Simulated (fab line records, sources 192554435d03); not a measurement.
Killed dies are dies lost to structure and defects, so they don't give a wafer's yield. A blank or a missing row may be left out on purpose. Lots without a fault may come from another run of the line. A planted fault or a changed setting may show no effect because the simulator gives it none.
Which tool did it? | flow n5_finfet | 24 lots, 72 wafers sampled, at 6 steps of a route of 1938

WHAT THE GAUGES READ, wafer by wafer
N5_BEOL_M1_CD_MEAS_18: pitch 36 nm, target cd 18 nm.
lot  | measured     | on        | cd_nm (nm)
L074 | day 6 02:36  | cd_sem-02 | 18.22 17.60 17.73
L075 | day 6 16:46  | cd_sem-03 | 18.52 18.10 18.48
L076 | day 6 18:26  | cd_sem-01 | 18.08 18.24 18.14
L077 | day 6 20:38  | cd_sem-01 | 17.69 18.66 18.23
L078 | day 6 20:53  | cd_sem-01 | 17.91 17.87 18.17
L079 | day 8 00:33  | cd_sem-01 | 17.69 18.01 17.37
L080 | day 8 01:52  | cd_sem-03 | 17.16 17.61 17.68
L081 | day 8 06:58  | cd_sem-02 | 18.26 18.20 18.07
L082 | day 10 01:41 | cd_sem-03 | 18.01 17.83 17.81
L083 | day 10 06:44 | cd_sem-03 | 17.92 17.89 17.97
L084 | day 10 06:47 | cd_sem-01 | 18.01 17.99 18.56
L085 | day 10 21:11 | cd_sem-02 | 17.86 17.71 17.75
L086 | day 10 23:22 | cd_sem-02 | 17.93 17.51 18.05
L088 | day 11 02:40 | cd_sem-03 | 18.12 18.02 18.06
L087 | day 11 00:25 | cd_sem-02 | 17.66 17.65 17.79
L089 | day 12 07:46 | cd_sem-03 | 17.76 17.76 18.03
L090 | day 12 08:14 | cd_sem-03 | 17.78 18.05 18.33
L091 | day 12 10:31 | cd_sem-02 | 17.70 18.23 17.86
L092 | day 12 11:40 | cd_sem-02 | 17.73 17.89 17.57
L093 | day 12 12:28 | cd_sem-03 | 17.84 18.03 17.79
L096 | day 13 21:25 | cd_sem-03 | 17.98 17.73 18.03
L095 | day 13 21:34 | cd_sem-01 | 17.34 18.09 17.61
L094 | day 13 21:39 | cd_sem-01 | 18.19 17.52 18.42
L097 | day 13 21:57 | cd_sem-03 | 18.48 18.04 17.61

WHICH TOOL RAN EACH LOT (tool, then ch and the chambers of the sampled wafers, then the start)
lot  | N5_BEOL_M0_CUTY_DESCUM_61          | N5_BEOL_M0_CUTY_ETCH_63            | N5_BEOL_M0_ETCH_138                | N5_BEOL_M0_PRE_CLEAN_131         | N5_BEOL_M1_PECVD_72
L074 | rie_diel-01 ch 0,1,3, day 5 19:18  | rie_diel-01 ch 0,1,3, day 5 19:23  | rie_diel-01 ch 0,1,3, day 5 19:31  | cvd_co-02 ch 0,1, day 5 23:59    | pecvd-01 ch 0,2, day 6 00:27
L075 | rie_diel-06 ch 0,2,3, day 6 07:43  | rie_diel-06 ch 0,2,3, day 6 07:47  | rie_diel-06 ch 0,2,3, day 6 07:55  | cvd_co-01 ch 0,2, day 6 14:07    | pecvd-02 ch 0,2, day 6 14:34
L076 | rie_diel-04 ch 2,3, day 6 09:28    | rie_diel-04 ch 2,3, day 6 09:32    | rie_diel-04 ch 2,3, day 6 09:40    | cvd_co-01 ch 0,2, day 6 16:16    | pecvd-01 ch 0,1,2, day 6 16:42
L077 | rie_diel-04 ch 1,2, day 6 13:29    | rie_diel-04 ch 1,2, day 6 13:34    | rie_diel-04 ch 1,2, day 6 13:41    | cvd_co-01 ch 0,2, day 6 18:16    | pecvd-02 ch 0,2, day 6 18:39
L078 | rie_diel-06 ch 0,1,2, day 6 14:42  | rie_diel-06 ch 0,1,2, day 6 14:47  | rie_diel-06 ch 0,1,2, day 6 14:54  | cvd_co-02 ch 0,2, day 6 18:38    | pecvd-04 ch 1,2, day 6 19:03
L079 | rie_diel-06 ch 0,2,3, day 7 00:47  | rie_diel-06 ch 0,2,3, day 7 00:52  | rie_diel-06 ch 0,2,3, day 7 00:59  | cvd_co-01 ch 0,1,2, day 7 07:16  | pecvd-04 ch 0,1, day 7 07:40
L080 | rie_diel-01 ch 2,3, day 7 04:39    | rie_diel-01 ch 2,3, day 7 04:44    | rie_diel-01 ch 2,3, day 7 04:51    | cvd_co-02 ch 0,1,2, day 7 09:38  | pecvd-01 ch 0,1, day 7 10:02
L081 | rie_diel-04 ch 0,3, day 8 01:23    | rie_diel-04 ch 0,3, day 8 01:28    | rie_diel-04 ch 0,3, day 8 01:35    | cvd_co-01 ch 0,1,2, day 8 04:08  | pecvd-01 ch 0,1, day 8 04:32
L082 | rie_diel-06 ch 0,1,3, day 9 21:26  | rie_diel-06 ch 0,1,3, day 9 21:31  | rie_diel-06 ch 0,1,3, day 9 21:38  | cvd_co-02 ch 0,1,2, day 10 00:16 | pecvd-01 ch 0,2, day 10 00:41
L083 | rie_diel-01 ch 0,1,2, day 9 21:34  | rie_diel-01 ch 0,1,2, day 9 21:38  | rie_diel-01 ch 0,1,2, day 9 21:46  | cvd_co-01 ch 0,1,2, day 10 00:34 | pecvd-04 ch 0,1,2, day 10 00:59
L084 | rie_diel-01 ch 1,2,3, day 9 22:45  | rie_diel-01 ch 1,2,3, day 9 22:50  | rie_diel-01 ch 1,2,3, day 9 22:57  | cvd_co-01 ch 1,2, day 10 01:59   | pecvd-04 ch 0,1,2, day 10 02:23
L085 | rie_diel-06 ch 0,3, day 10 15:59   | rie_diel-06 ch 0,3, day 10 16:04   | rie_diel-06 ch 0,3, day 10 16:11   | cvd_co-01 ch 1,2, day 10 19:48   | pecvd-04 ch 0,1,2, day 10 20:11
L086 | rie_diel-04 ch 1,2,3, day 10 16:28 | rie_diel-04 ch 1,2,3, day 10 16:33 | rie_diel-04 ch 1,2,3, day 10 16:41 | cvd_co-02 ch 1,2, day 10 21:46   | pecvd-04 ch 0,2, day 10 22:10
L088 | rie_diel-04 ch 0,1,3, day 10 17:20 | rie_diel-04 ch 0,1,3, day 10 17:25 | rie_diel-04 ch 0,1,3, day 10 17:32 | cvd_co-01 ch 1,2, day 10 23:58   | pecvd-02 ch 0,1, day 11 00:23
L087 | rie_diel-06 ch 1,3, day 10 18:08   | rie_diel-06 ch 1,3, day 10 18:13   | rie_diel-06 ch 1,3, day 10 18:20   | cvd_co-02 ch 0,1,2, day 10 22:49 | pecvd-04 ch 1,2, day 10 23:13
L089 | rie_diel-06 ch 0,2, day 11 23:38   | rie_diel-06 ch 0,2, day 11 23:43   | rie_diel-06 ch 0,2, day 11 23:50   | cvd_co-02 ch 1,2, day 12 05:29   | pecvd-02 ch 0,1,2, day 12 05:52
L090 | rie_diel-01 ch 0,1,3, day 12 01:17 | rie_diel-01 ch 0,1,3, day 12 01:22 | rie_diel-01 ch 0,1,3, day 12 01:29 | cvd_co-02 ch 0,1,2, day 12 05:56 | pecvd-04 ch 0,1,2, day 12 06:20
L091 | rie_diel-06 ch 0,1,3, day 12 01:50 | rie_diel-06 ch 0,1,3, day 12 01:55 | rie_diel-06 ch 0,1,3, day 12 02:02 | cvd_co-02 ch 1,2, day 12 07:52   | pecvd-02 ch 0,2, day 12 08:16
L092 | rie_diel-01 ch 0,2, day 12 02:44   | rie_diel-01 ch 0,2, day 12 02:49   | rie_diel-01 ch 0,2, day 12 02:56   | cvd_co-02 ch 0,1,2, day 12 09:34 | pecvd-04 ch 0,2, day 12 09:58
L093 | rie_diel-01 ch 0,2,3, day 12 03:06 | rie_diel-01 ch 0,2,3, day 12 03:11 | rie_diel-01 ch 0,2,3, day 12 03:18 | cvd_co-02 ch 0,2, day 12 10:01   | pecvd-02 ch 0,1,2, day 12 10:24
L096 | rie_diel-06 ch 1,2,3, day 13 05:27 | rie_diel-06 ch 1,2,3, day 13 05:32 | rie_diel-06 ch 1,2,3, day 13 05:40 | cvd_co-02 ch 0,1,2, day 13 19:10 | pecvd-04 ch 0,1,2, day 13 19:34
L095 | rie_diel-04 ch 0,1,3, day 13 07:35 | rie_diel-04 ch 0,1,3, day 13 07:40 | rie_diel-04 ch 0,1,3, day 13 07:48 | cvd_co-02 ch 0,1,2, day 13 19:22 | pecvd-01 ch 0,1,2, day 13 19:46
L094 | rie_diel-01 ch 0,3, day 13 08:26   | rie_diel-01 ch 0,3, day 13 08:31   | rie_diel-01 ch 0,3, day 13 08:38   | cvd_co-01 ch 1,2, day 13 19:27   | pecvd-02 ch 1,2, day 13 19:50
L097 | rie_diel-01 ch 1,2,3, day 13 09:03 | rie_diel-01 ch 1,2,3, day 13 09:08 | rie_diel-01 ch 1,2,3, day 13 09:15 | cvd_co-01 ch 0,1,2, day 13 19:44 | pecvd-04 ch 0,1,2, day 13 20:13
- N5_BEOL_M0_CUTY_DESCUM_61: chemistry O2, time 7.9 s.
- N5_BEOL_M0_CUTY_ETCH_63: etches SOC in N2/H2, target depth 82.7 nm, overetch 16.5 nm, time 124 s.
- N5_BEOL_M0_ETCH_138: etches SiCN in CH3F/O2, target depth 12 nm, time 31.6 s.
- N5_BEOL_M0_PRE_CLEAN_131: time 15 s.
- N5_BEOL_M1_PECVD_72: deposits SiO2 from TEOS/O2, target thk 16 nm, time 18 s.

WHAT THE TOOLS THEMSELVES READ (means of the sampled wafers that have a number; where no wafer has one, the mark that the record gives instead)
N5_BEOL_M0_CUTY_DESCUM_61.
lot  | tool        | drypump_motor_current_A (A) | o2_flow_sccm (sccm) | oes_product_au (a.u.) | rf_vpp_V (V) | showerhead_plenum_p_Torr (Torr) | throttle_valve_pct (%)
L074 | rie_diel-01 | 5.7                         | 224.6               | 0.84                  | 244.0        | 2.15                            | 20.45
L075 | rie_diel-06 | 5.6                         | 225.1               | 0.76                  | 243.6        | 2.13                            | 20.46
L076 | rie_diel-04 | 6.2                         | 225.8               | 0.75                  | 244.6        | 2.18                            | 20.47
L077 | rie_diel-04 | 5.3                         | 224.5               | 0.79                  | 243.4        | 2.13                            | 20.35
L078 | rie_diel-06 | 5.6                         | 225.1               | 0.78                  | 242.4        | 2.13                            | 20.46
L079 | rie_diel-06 | 5.6                         | 225.4               | 0.75                  | 243.9        | 2.13                            | 20.47
L080 | rie_diel-01 | 5.8                         | 225.8               | 0.80                  | 242.2        | 2.08                            | 20.51
L081 | rie_diel-04 | 6.5                         | 224.8               | 0.82                  | 244.6        | 2.20                            | 20.25
L082 | rie_diel-06 | 5.9                         | 225.2               | 0.77                  | 242.9        | 2.10                            | 20.53
L083 | rie_diel-01 | 5.9                         | 224.5               | 0.84                  | 243.7        | 2.12                            | 20.49
L084 | rie_diel-01 | 5.9                         | 225.6               | 0.81                  | 242.8        | 2.08                            | 20.50
L085 | rie_diel-06 | 5.9                         | 224.4               | 0.75                  | 243.2        | 2.09                            | 20.54
L086 | rie_diel-04 | 5.7                         | 225.0               | 0.75                  | 244.5        | 2.14                            | 20.44
L088 | rie_diel-04 | 6.1                         | 224.8               | 0.82                  | 244.4        | 2.16                            | 20.22
L087 | rie_diel-06 | 5.8                         | 225.5               | 0.80                  | 243.4        | 2.11                            | 20.47
L089 | rie_diel-06 | 5.6                         | 225.3               | 0.72                  | 243.5        | 2.11                            | 20.57
L090 | rie_diel-01 | 5.7                         | 224.9               | 0.79                  | 244.2        | 2.13                            | 20.50
L091 | rie_diel-06 | 5.9                         | 225.0               | 0.76                  | 242.9        | 2.09                            | 20.56
L092 | rie_diel-01 | 6.0                         | 225.7               | 0.82                  | 243.4        | 2.08                            | 20.54
L093 | rie_diel-01 | 5.9                         | 224.9               | 0.80                  | 243.8        | 2.10                            | 20.55
L096 | rie_diel-06 | 5.6                         | 224.9               | 0.75                  | 244.4        | 2.12                            | 20.46
L095 | rie_diel-04 | 6.1                         | 224.4               | 0.79                  | 244.4        | 2.16                            | 20.26
L094 | rie_diel-01 | 5.7                         | 225.0               | 0.76                  | 243.1        | 2.12                            | 20.57
L097 | rie_diel-01 | 5.9                         | 224.7               | 0.78                  | 242.1        | 2.07                            | 20.53

N5_BEOL_M0_CUTY_ETCH_63.
lot  | tool        | drypump_motor_current_A (A) | oes_product_au (a.u.) | rf_vpp_V (V) | showerhead_plenum_p_Torr (Torr) | throttle_valve_pct (%)
L074 | rie_diel-01 | 5.7                         | 0.69                  | 524.7        | 2.61                            | 17.83
L075 | rie_diel-06 | 5.7                         | 0.62                  | 524.6        | 2.57                            | 17.86
L076 | rie_diel-04 | 6.1                         | 0.62                  | 527.4        | 2.64                            | 17.82
L077 | rie_diel-04 | 5.4                         | 0.65                  | 525.5        | 2.59                            | 17.74
L078 | rie_diel-06 | 5.6                         | 0.64                  | 525.1        | 2.59                            | 17.87
L079 | rie_diel-06 | 5.6                         | 0.61                  | 524.1        | 2.57                            | 17.86
L080 | rie_diel-01 | 5.8                         | 0.66                  | 523.8        | 2.53                            | 17.91
L081 | rie_diel-04 | 6.5                         | 0.67                  | 527.3        | 2.67                            | 17.59
L082 | rie_diel-06 | 5.9                         | 0.63                  | 524.8        | 2.54                            | 17.89
L083 | rie_diel-01 | 5.9                         | 0.67                  | 525.1        | 2.57                            | 17.87
L084 | rie_diel-01 | 5.9                         | 0.66                  | 522.8        | 2.53                            | 17.88
L085 | rie_diel-06 | 5.9                         | 0.61                  | 523.7        | 2.53                            | 17.89
L086 | rie_diel-04 | 5.8                         | 0.61                  | 525.2        | 2.60                            | 17.82
L088 | rie_diel-04 | 6.1                         | 0.67                  | 526.4        | 2.63                            | 17.58
L087 | rie_diel-06 | 5.8                         | 0.66                  | 524.0        | 2.56                            | 17.83
L089 | rie_diel-06 | 5.7                         | 0.59                  | 524.5        | 2.55                            | 18.02
L090 | rie_diel-01 | 5.7                         | 0.65                  | 525.8        | 2.59                            | 17.91
L091 | rie_diel-06 | 5.9                         | 0.62                  | 524.1        | 2.53                            | 17.92
L092 | rie_diel-01 | 6.1                         | 0.67                  | 523.1        | 2.53                            | 17.92
L093 | rie_diel-01 | 5.9                         | 0.65                  | 525.0        | 2.56                            | 17.94
L096 | rie_diel-06 | 5.5                         | 0.61                  | 524.0        | 2.57                            | 17.85
L095 | rie_diel-04 | 6.1                         | 0.64                  | 526.8        | 2.62                            | 17.61
L094 | rie_diel-01 | 5.6                         | 0.63                  | 524.4        | 2.58                            | 17.98
L097 | rie_diel-01 | 5.9                         | 0.64                  | 522.8        | 2.52                            | 17.92

N5_BEOL_M0_ETCH_138.
lot  | tool        | drypump_motor_current_A (A) | etch_rf_on_time_s (s) | oes_product_au (a.u.) | rf_vpp_V (V) | showerhead_plenum_p_Torr (Torr) | throttle_valve_pct (%)
L074 | rie_diel-01 | 5.7                         | 28.0                  | 0.72                  | 298.0        | 2.05                            | 16.31
L075 | rie_diel-06 | 5.6                         | 28.9                  | 0.64                  | 297.7        | 2.03                            | 16.30
L076 | rie_diel-04 | 6.2                         | 28.5                  | 0.64                  | 298.0        | 2.08                            | 16.34
L077 | rie_diel-04 | 5.3                         | 29.7                  | 0.67                  | 298.1        | 2.03                            | 16.24
L078 | rie_diel-06 | 5.6                         | 29.4                  | 0.67                  | 297.9        | 2.03                            | 16.32
L079 | rie_diel-06 | 5.7                         | 28.8                  | 0.64                  | 297.8        | 2.02                            | 16.32
L080 | rie_diel-01 | 5.8                         | 28.6                  | 0.69                  | 297.2        | 2.00                            | 16.44
L081 | rie_diel-04 | 6.5                         | 30.0                  | 0.70                  | 299.9        | 2.09                            | 16.14
L082 | rie_diel-06 | 5.9                         | 29.2                  | 0.66                  | 296.7        | 2.00                            | 16.38
L083 | rie_diel-01 | 5.9                         | 29.7                  | 0.71                  | 298.1        | 2.02                            | 16.35
L084 | rie_diel-01 | 5.8                         | 28.1                  | 0.69                  | 297.1        | 1.99                            | 16.39
L085 | rie_diel-06 | 5.9                         | 29.5                  | 0.63                  | 297.5        | 1.99                            | 16.38
L086 | rie_diel-04 | 5.7                         | 29.8                  | 0.64                  | 298.2        | 2.04                            | 16.32
L088 | rie_diel-04 | 6.1                         | 29.4                  | 0.70                  | 298.8        | 2.06                            | 16.12
L087 | rie_diel-06 | 5.8                         | 29.2                  | 0.69                  | 297.3        | 2.01                            | 16.31
L089 | rie_diel-06 | 5.7                         | 28.7                  | 0.62                  | 298.0        | 2.00                            | 16.45
L090 | rie_diel-01 | 5.7                         | 29.2                  | 0.68                  | 298.3        | 2.04                            | 16.39
L091 | rie_diel-06 | 5.8                         | 30.3                  | 0.65                  | 297.5        | 2.00                            | 16.42
L092 | rie_diel-01 | 6.1                         | 29.2                  | 0.69                  | 296.8        | 1.99                            | 16.41
L093 | rie_diel-01 | 5.9                         | 29.7                  | 0.68                  | 297.3        | 2.02                            | 16.44
L096 | rie_diel-06 | 5.6                         | 29.5                  | 0.64                  | 297.3        | 2.02                            | 16.34
L095 | rie_diel-04 | 6.1                         | 28.5                  | 0.67                  | 299.0        | 2.05                            | 16.17
L094 | rie_diel-01 | 5.6                         | 28.9                  | 0.65                  | 297.5        | 2.03                            | 16.49
L097 | rie_diel-01 | 5.9                         | 29.4                  | 0.66                  | 296.4        | 1.98                            | 16.45

N5_BEOL_M0_PRE_CLEAN_131.
lot  | tool      | heater_power_w (W)
L074 | cvd_co-02 | 91
L075 | cvd_co-01 | 79
L076 | cvd_co-01 | 77
L077 | cvd_co-01 | 80
L078 | cvd_co-02 | 73
L079 | cvd_co-01 | 83
L080 | cvd_co-02 | 85
L081 | cvd_co-01 | 82
L082 | cvd_co-02 | 87
L083 | cvd_co-01 | 83
L084 | cvd_co-01 | 88
L085 | cvd_co-01 | 88
L086 | cvd_co-02 | 99
L088 | cvd_co-01 | 87
L087 | cvd_co-02 | 86
L089 | cvd_co-02 | 80
L090 | cvd_co-02 | 85
L091 | cvd_co-02 | 99
L092 | cvd_co-02 | 85
L093 | cvd_co-02 | 75
L096 | cvd_co-02 | 85
L095 | cvd_co-02 | 87
L094 | cvd_co-01 | 86
L097 | cvd_co-01 | 83

N5_BEOL_M1_PECVD_72.
lot  | tool     | heater_power_w (W) | showerhead_plenum_p_Torr (Torr) | throttle_valve_pct (%)
L074 | pecvd-01 | 830                | 8.73                            | 22.9
L075 | pecvd-02 | 636                | 8.81                            | 21.1
L076 | pecvd-01 | 722                | 8.71                            | 22.6
L077 | pecvd-02 | 569                | 8.78                            | 20.9
L078 | pecvd-04 | 723                | 8.83                            | 23.5
L079 | pecvd-04 | 724                | 8.91                            | 23.4
L080 | pecvd-01 | 695                | 8.71                            | 23.1
L081 | pecvd-01 | 686                | 8.72                            | 23.1
L082 | pecvd-01 | 791                | 8.72                            | 22.7
L083 | pecvd-04 | 688                | 8.88                            | 22.7
L084 | pecvd-04 | 653                | 8.88                            | 22.9
L085 | pecvd-04 | 777                | 8.89                            | 22.9
L086 | pecvd-04 | 673                | 8.93                            | 22.2
L088 | pecvd-02 | 555                | 8.87                            | 22.0
L087 | pecvd-04 | 780                | 8.84                            | 22.4
L089 | pecvd-02 | 580                | 8.81                            | 21.7
L090 | pecvd-04 | 704                | 8.90                            | 22.9
L091 | pecvd-02 | 652                | 8.79                            | 21.3
L092 | pecvd-04 | 731                | 8.89                            | 21.7
L093 | pecvd-02 | 635                | 8.82                            | 21.7
L096 | pecvd-04 | 758                | 8.89                            | 23.0
L095 | pecvd-01 | 729                | 8.69                            | 22.7
L094 | pecvd-02 | 673                | 8.77                            | 21.6
L097 | pecvd-04 | 727                | 8.87                            | 22.9

THE ANSWER, worked out from the rows above alone
Rule: what is usual is taken from the lots themselves. Put in order of their means at a reading, lots are off if they are a third of the lots or fewer, leave a main group of 4 or more, and stand apart from it by a gap of 3 or more times the standard deviation of the main group's means; of several such gaps the widest counts. A main group whose means are all the same, to the digits that the tables above print for the reading, isn't used. A lot without any number at a reading at which 4 lots or more have one is off too. The other lots that the step has rows for count as sound. The gauges are gone through in route order, then the tools' own readings, and for those a lot's mean is taken as printed above. The first step at which some lot is off is used, and at that step the reading that is off furthest; a lot without a number counts as furthest.
No lot is off at any reading shown: from this, nothing can be told.

WHAT THE SIMULATOR HAD PUT IN
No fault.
